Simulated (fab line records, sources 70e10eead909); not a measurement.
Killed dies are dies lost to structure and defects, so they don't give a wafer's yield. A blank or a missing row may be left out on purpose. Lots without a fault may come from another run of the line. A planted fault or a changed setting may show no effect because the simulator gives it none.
Problem report in the 8D (eight disciplines) form, filled by code | flow nand_harc | the parts of the form that need people (team, actions taken, sign-off) are left out

1. THE PROBLEM
killed_at_array at NHARC_END_SORT_01 reads a mean of 232 on 2 wafers of 2 lots; wafers without a fault read 55 with a standard deviation of 17. That is +10 standard deviations from the usual mean.
First seen on wafer L533.4, day 31 13:54, on prober-02. The record holds 7 wafers of 3 lots with a number at this step. Rule for "out", or "out of limits": more than 4 standard deviations from the usual mean. The other wafers with a number count as sound.

2. WHAT IT IS AND WHAT IT IS NOT
question                    | is                           | is not
which readings at this step | killed_at_array, killed_dies | killed_at_other, killed_at_periphery, killed_open, killed_short
which lots                  | L531, L533                   | L521
which wafers of those lots  | L531.4, L533.4               | L531.5, L531.6
read on which gauges        | prober-01, prober-02         | -
when                        | from day 31 13:54            | up to then (3 sound wafers); but 2 sound wafers of L531 came after

3. SUSPECTS, AND WHAT RULES EACH OUT
Counting: a tool at a process step up to the reading stays a suspect if it ran every lot that is out. Sound lots after the first of them don't rule it out here, since some wafers of a struck lot are sound.
- the gauge at NHARC_END_SORT_01: ruled out. The wafers that are out were read on 2 gauges (prober-01, prober-02).
- rie_diel-10 at NHARC_A_SLIT_DESCUM_14 (chemistry O2, time 3 s): kept. It ran every lot that is out, first L531 (day 26 11:03).
- rie_diel-10 at NHARC_A_SLIT_ETCH_24 (etches the open film in CF4/CHF3, target depth 121 nm, time 60.5 s): kept. It ran every lot that is out, first L531 (day 26 11:08).
- rie_diel-10 at NHARC_A_SLIT_ETCH_15 (etches the open film in O2/COS, target depth 6200 nm, time 1612 s): kept. It ran every lot that is out, first L531 (day 26 11:26). Its own readings are out on those wafers: oes_product_au.
- Within rie_diel-10 at NHARC_A_SLIT_ETCH_24: the wafers that are out ran in chamber 2; their sound lot-mates ran in chambers 0, 3.
- Within rie_diel-10 at NHARC_A_SLIT_ETCH_15: the wafers that are out ran in chamber 2; their sound lot-mates ran in chambers 0, 1.
Left after counting: rie_diel-10 at NHARC_A_SLIT_DESCUM_14, rie_diel-10 at NHARC_A_SLIT_ETCH_24, rie_diel-10 at NHARC_A_SLIT_ETCH_15.

4. THE CAUSE (what the simulator had put in)
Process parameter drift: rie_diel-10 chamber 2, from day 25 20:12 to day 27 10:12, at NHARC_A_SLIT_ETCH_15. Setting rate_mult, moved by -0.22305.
Counting left 3 suspects, and this tool is among them.

5. THE CHAIN OF EFFECTS, in route order
Each row: a reading whose mean over the struck wafers that have a number lies more than 3 standard deviations from the usual. Only readings for which the record gives a usual standard deviation are gone through. hours: the time from each lot's start at the first step in this table that gives one to its start at this step, as a median over the lots. sigmas: the change in usual standard deviations.
hours | step                 | reading         | usual      | on struck wafers | change | sigmas
0     | NHARC_A_SLIT_ETCH_15 | oes_product_au  | 0.999 a.u. | 0.858            | -0.141 | -10
121   | NHARC_END_SORT_01    | killed_at_array | 55         | 232              | +177   | +10
121   | NHARC_END_SORT_01    | killed_dies     | 59         | 238              | +179   | +9.9
The process steps in it:
- NHARC_A_SLIT_ETCH_15: etches the open film in O2/COS, target depth 6200 nm, time 1612 s.

6. WHAT WOULD HAVE CAUGHT IT SOONER
In this record the first reading out of limits at a measuring or inspecting step was taken at day 31 13:54, 138 hours after the fault began at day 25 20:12.
The tool's own readings at NHARC_A_SLIT_ETCH_15 were out on every struck wafer that the step has a row for (oes_product_au): an alarm limit on them would have fired on the first of those.
All the lots that are out (2) had begun NHARC_A_SLIT_ETCH_15 on rie_diel-10 by day 31 13:54. A hold on the tool at that time would have spared none of them.
